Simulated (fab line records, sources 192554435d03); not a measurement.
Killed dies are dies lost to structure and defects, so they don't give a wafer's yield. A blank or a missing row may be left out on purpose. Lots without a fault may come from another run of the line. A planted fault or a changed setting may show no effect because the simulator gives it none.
One fault seen from 3 desks | flow n5_finfet | each desk has only its own numbers; what lay behind them comes last

THE METROLOGY DESK
What the gauges read, lot by lot, whatever tool the lot ran on: means of the sampled wafers that have a number. A lot is out of limits, marked OUT, if its mean lies more than 4 standard deviations from the usual mean; the brackets give that distance. Of its 28 readings 7 are shown: the one that was out of limits first, and those that lie furthest out on some lot.
Columns: A = trench_depth_nm at N5_BEOL_M12_OCD_MEAS_35, usual 319 nm; B = M12_THK at N5_BEOL_M12_THK_MEAS_50, usual 318 nm; C = M12_RS at N5_BEOL_M12_RS_MEAS_54, usual 0.0599 ohm/sq; D = COMB_M9 at N5_BEOL_M15_RC_MEAS_101, usual 1.5e-11 S/m; E = SERP_M12 at N5_BEOL_M15_RC_MEAS_101, usual 0.636 ohm/um; F = SERP_M12_max_site at N5_BEOL_M15_RC_MEAS_101, usual 0.648 ohm/um; G = SERP_M5 at N5_BEOL_M15_RC_MEAS_101, usual 38.6 ohm/um
lot  | first seen here | A              | B              | C                 | D       | E     | F     | G
L575 | day 10 22:45    | 318            | 318            | 0.0602            | 1.9e-11 | 0.644 | 0.659 | 41.7
L580 | day 12 04:19    | 323            | 315            | 0.0593            | 1.6e-11 | 0.642 | 0.657 | 40.5
L585 | day 13 09:09    | 321            | 324            | 0.0593            | 2.1e-11 | 0.629 | 0.640 | 38.8
L586 | day 14 06:55    | 321            | 322            | 0.0599            | 1.4e-11 | 0.642 | 0.656 | 38.7
L589 | day 14 08:44    | 321            | 323            | 0.0596            | 1.4e-11 | 0.626 | 0.634 | 37.9
L592 | day 14 11:43    | 320            | 312            | 0.0601            | 1.1e-11 | 0.636 | 0.643 | 38.8
L597 | day 16 13:43    | 294 (-5.0) OUT | 288 (-5.2) OUT | 0.0667 (+7.0) OUT | 1.4e-11 | 0.689 | 0.703 | 41.8
This desk's finding: out of limits on L597; first on L597, day 16 14:19 (trench_depth_nm at N5_BEOL_M12_OCD_MEAS_35). In limits: L575, L580, L585, L586, L589, L592.

THE DEFECT DESK
What the inspections along the route counted, lot by lot: means of the sampled wafers that have a number. A lot is out of limits, marked OUT, if its mean lies more than 4 standard deviations from the usual mean; the brackets give that distance.
Columns: A = raw_defect_count at N5_BEOL_M12_INSPECT_30, usual 2.0
lot  | first seen here | A
L575 | day 10 22:48    | 3.0
L580 | day 12 04:22    | 2.3
L585 | day 13 09:12    | 1.7
L586 | day 14 06:58    | 2.7
L589 | day 14 08:47    | 1.0
L592 | day 14 11:46    | 3.3
L597 | day 16 13:46    | 2.3
This desk's finding: nothing out of limits on any of the 7 lots.

THE TOOL OWNER'S DESK: rie_diel-02
The tool's own readings at N5_BEOL_M12_TRENCH_ETCH_34 (etches SiOC in C4F8/O2/Ar, target depth 318.95 nm, time 125.5 s): means of the sampled wafers that have a number, for each lot that ran on this tool. A lot is out of limits, marked OUT, if its mean lies more than 4 standard deviations from the usual mean; the brackets give that distance.
Columns: A = C4F8_flow_sccm at N5_BEOL_M12_TRENCH_ETCH_34, usual 15.00 sccm; B = drypump_motor_current_A at N5_BEOL_M12_TRENCH_ETCH_34, usual 5.6 A; C = he_inner_torr at N5_BEOL_M12_TRENCH_ETCH_34, usual 14.998 Torr; D = oes_product_au at N5_BEOL_M12_TRENCH_ETCH_34, usual 0.82 a.u.; E = rf_vpp_V at N5_BEOL_M12_TRENCH_ETCH_34, usual 665 V; F = showerhead_plenum_p_Torr at N5_BEOL_M12_TRENCH_ETCH_34, usual 3.40 Torr; G = throttle_valve_pct at N5_BEOL_M12_TRENCH_ETCH_34, usual 24.12 %
lot  | first seen here | A     | B   | C      | D    | E   | F    | G
L575 | day 10 23:12    | 15.02 | 5.5 | 14.986 | 0.70 | 664 | 3.37 | 24.50
L585 | day 13 09:36    | 15.00 | 5.6 | 15.008 | 0.79 | 665 | 3.40 | 24.29
L586 | day 14 07:22    | 14.94 | 5.5 | 14.991 | 0.87 | 664 | 3.35 | 24.14
L589 | day 14 09:11    | 14.99 | 5.6 | 14.997 | 0.78 | 664 | 3.35 | 24.43
L597 | day 16 14:10    | 14.99 | 5.6 | 14.995 | 0.92 | 665 | 3.38 | 24.13
This desk's finding: nothing out of limits on any of the 5 lots.

PUT TOGETHER
The metrology desk could have raised an alarm at day 16 14:19, on L597.
The defect desk saw nothing out of limits.
The tool owner's desk saw nothing out of limits.
The defect desk has L597 on record, within its limits.
The tool owner's desk has L597 on record, within its limits.
Of the lots named, all ran N5_BEOL_M12_TRENCH_ETCH_34 on rie_diel-02.

WHAT THE SIMULATOR HAD PUT IN
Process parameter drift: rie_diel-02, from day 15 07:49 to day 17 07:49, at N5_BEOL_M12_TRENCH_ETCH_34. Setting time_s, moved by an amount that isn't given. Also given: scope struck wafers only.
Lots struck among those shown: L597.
Hours from the fault's start to each desk's first reading out of limits: the metrology desk, 30.
